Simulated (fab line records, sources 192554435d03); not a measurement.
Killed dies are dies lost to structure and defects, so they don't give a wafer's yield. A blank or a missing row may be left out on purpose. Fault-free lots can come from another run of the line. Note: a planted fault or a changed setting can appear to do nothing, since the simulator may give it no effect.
Matching of chambers | flow n5 finfet | rie diel-05 running N5_FIN_SAQP_ETCH_51: 4 sister chambers
The step etches SiARC in CF4, target depth 45.5 nm, time 75.8 s. 14 wafers are shown with their chamber, then 7 later ones without.

WAFERS WITH THEIR CHAMBER
wafer  | chamber | throttle valve pct (%) | oes product au (a.u.) | showerhead plenum p Torr (Torr)
L074.2 | 3       | 15.86                  | 0.60                  | 2.14
L074.3 | 2       | 15.55                  | 0.80                  | 2.17
L074.6 | 3       | 15.86                  | 0.61                  | 2.14
L078.1 | 2       | 15.58                  | 0.79                  | 2.17
L078.2 | 1       | 15.51                  | 0.59                  | 2.20
L078.3 | 0       | 15.23                  | 0.71                  | 2.17
L080.1 | 0       | 15.22                  | 0.71                  | 2.16
L080.2 | 1       | 15.53                  | 0.59                  | 2.20
L080.6 | 1       | 15.52                  | 0.59                  | 2.20
L081.2 | 0       | 15.23                  | 0.71                  | 2.17
L081.3 | 1       | 15.54                  | 0.59                  | 2.20
L081.5 | 3       | 15.87                  | 0.61                  | 2.14
L082.4 | 2       | 15.59                  | 0.77                  | 2.17
L082.5 | 2       | 15.58                  | 0.78                  | 2.17

SIGNATURES (averages over the wafers above)
reading                  | chamber 0 | chamber 1 | chamber 2 | chamber 3 | scatter within a chamber
throttle valve pct       | 15.2267   | 15.5250   | 15.5750   | 15.8633   | 0.0124
oes product au           | 0.7100    | 0.5900    | 0.7850    | 0.6067    | 0.00753
showerhead plenum p Torr | 2.1667    | 2.2000    | 2.1700    | 2.1400    | 0.00258
Rule: distance of a wafer from a chamber = root of the sum over the readings of ((wafer's reading minus chamber's mean) / reading's scatter) squared. If the next closest chamber is less than 2 further off than the closest, the wafer can't be placed; otherwise it belongs to the closest. The scatter is the square root of a quotient: the sum, over the shown wafers, of each reading's squared deviation from its chamber's mean, divided by wafers minus chambers.

WAFERS WHOSE CHAMBER IS MISSING
wafer  | throttle valve pct (%) | oes product au (a.u.) | showerhead plenum p Torr (Torr)
L082.6 | 15.52                  | 0.58                  | 2.20
L086.2 | 15.61                  | 0.76                  | 2.17
L086.3 | 15.52                  | 0.59                  | 2.20
L086.4 | 15.91                  | 0.59                  | 2.14
L090.2 | 15.29                  | 0.69                  | 2.16
L090.3 | 15.61                  | 0.74                  | 2.16
L090.4 | 15.91                  | 0.59                  | 2.13

CHAMBER TAKEN BY EACH
wafer  | from the rows above | in truth
L082.6 | 1                   | 1
L086.2 | 2                   | 2
L086.3 | 1                   | 1
L086.4 | 3                   | 3
L090.2 | 0                   | 0
L090.3 | 2                   | 2
L090.4 | 3                   | 3
Correct placement for 7 of the 7. Left unplaced by these rows: 0. 0 placed wrongly.
